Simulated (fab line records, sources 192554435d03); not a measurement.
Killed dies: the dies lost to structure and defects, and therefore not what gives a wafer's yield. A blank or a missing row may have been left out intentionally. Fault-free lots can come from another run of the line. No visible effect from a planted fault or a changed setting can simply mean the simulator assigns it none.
Which tool is to blame? :: flow n5 finfet :: 34 wafers from 12 lots sampled at 2 of the route's 1938 steps

## WHAT THE GAUGES SHOWED, per wafer
N5_BEOL_M13_THK_MEAS_01.
lot: L130
measured: day 10 21:35
on: film metro-02
M13_ILD_THK (nm): 851 830 844

lot: L129
measured: day 11 06:38
on: film metro-02
M13_ILD_THK (nm): 840 850 860

lot: L131
measured: day 12 03:58
on: film metro-01
M13_ILD_THK (nm): 833 844 843

lot: L132
measured: day 12 04:52
on: film metro-01
M13_ILD_THK (nm): 839 838

lot: L139
measured: day 13 18:49
on: film metro-02
M13_ILD_THK (nm): 824 850 852

lot: L141
measured: day 14 04:10
on: film metro-02
M13_ILD_THK (nm): 829 833 845

lot: L143
measured: day 14 07:31
on: film metro-01
M13_ILD_THK (nm): 841 842 834

lot: L142
measured: day 14 07:37
on: film metro-01
M13_ILD_THK (nm): 843 843 851

lot: L144
measured: day 14 10:14
on: film metro-02
M13_ILD_THK (nm): 819 834 846

lot: L146
measured: day 15 16:56
on: film metro-01
M13_ILD_THK (nm): 849 856 867

lot: L149
measured: day 16 00:51
on: film metro-01
M13_ILD_THK (nm): 839 840 870

lot: L151
measured: day 16 07:24
on: film metro-02
M13_ILD_THK (nm): 861 853

N5_BEOL_M13_INSPECT_12: inspects for defects (macro).
lot: L130
measured: day 10 21:57
on: defect inspect-01
raw defect count: 3 4 1

lot: L129
measured: day 11 07:08
on: defect inspect-01
raw defect count: 1 2 1

lot: L131
measured: day 12 04:26
on: defect inspect-02
raw defect count: 1 1 1

lot: L132
measured: day 12 05:14
on: defect inspect-02
raw defect count: 2 1

lot: L139
measured: day 13 19:10
on: defect inspect-01
raw defect count: 0 1 0

lot: L141
measured: day 14 04:39
on: defect inspect-01
raw defect count: 1 4 0

lot: L143
measured: day 14 07:53
on: defect inspect-01
raw defect count: 1 3 2

lot: L142
measured: day 14 08:06
on: defect inspect-01
raw defect count: 2 2 2

lot: L144
measured: day 14 10:43
on: defect inspect-01
raw defect count: 3 2 4

lot: L146
measured: day 15 17:25
on: defect inspect-02
raw defect count: 2 2 4

lot: L149
measured: day 16 01:20
on: defect inspect-02
raw defect count: 1 0 2

lot: L151
measured: day 16 07:46
on: defect inspect-01
raw defect count: 0 5

## TOOL THAT RAN EACH LOT (tool first, then ch and the chambers of the sampled wafers, then the start)
Record: no process step prior to these readings.

## AS READ BY THE TOOLS THEMSELVES (means over the sampled wafers that have a number; for cases with no such wafer, the mark the record gives instead)
The record holds no such reading with a usual standard deviation.

## THE ANSWER, worked out from the rows above alone
Rule: usual is defined by the lots themselves. Put in order of their means at a reading, lots are off if they are a third of the lots or fewer, leave a main group of 4 or more, and stand apart from it by a gap of 3 or more times the standard deviation of the main group's means; of several such gaps the widest counts. Not used: any main group whose means are identical at the precision the tables above print for the reading. Also off: a lot with no number at a reading for which 4 or more lots have one. Any other lot the step has rows for is counted as sound. After the gauges, taken in route order, come the tools' own readings; for these a lot's mean is taken, as printed above. The first step at which some lot is off is used, and at that step the reading that is off furthest; a lot without a number counts as furthest.
Nothing can be told from this: no lot is off at any reading shown.

## WHAT HAD BEEN PUT IN BY THE SIMULATOR
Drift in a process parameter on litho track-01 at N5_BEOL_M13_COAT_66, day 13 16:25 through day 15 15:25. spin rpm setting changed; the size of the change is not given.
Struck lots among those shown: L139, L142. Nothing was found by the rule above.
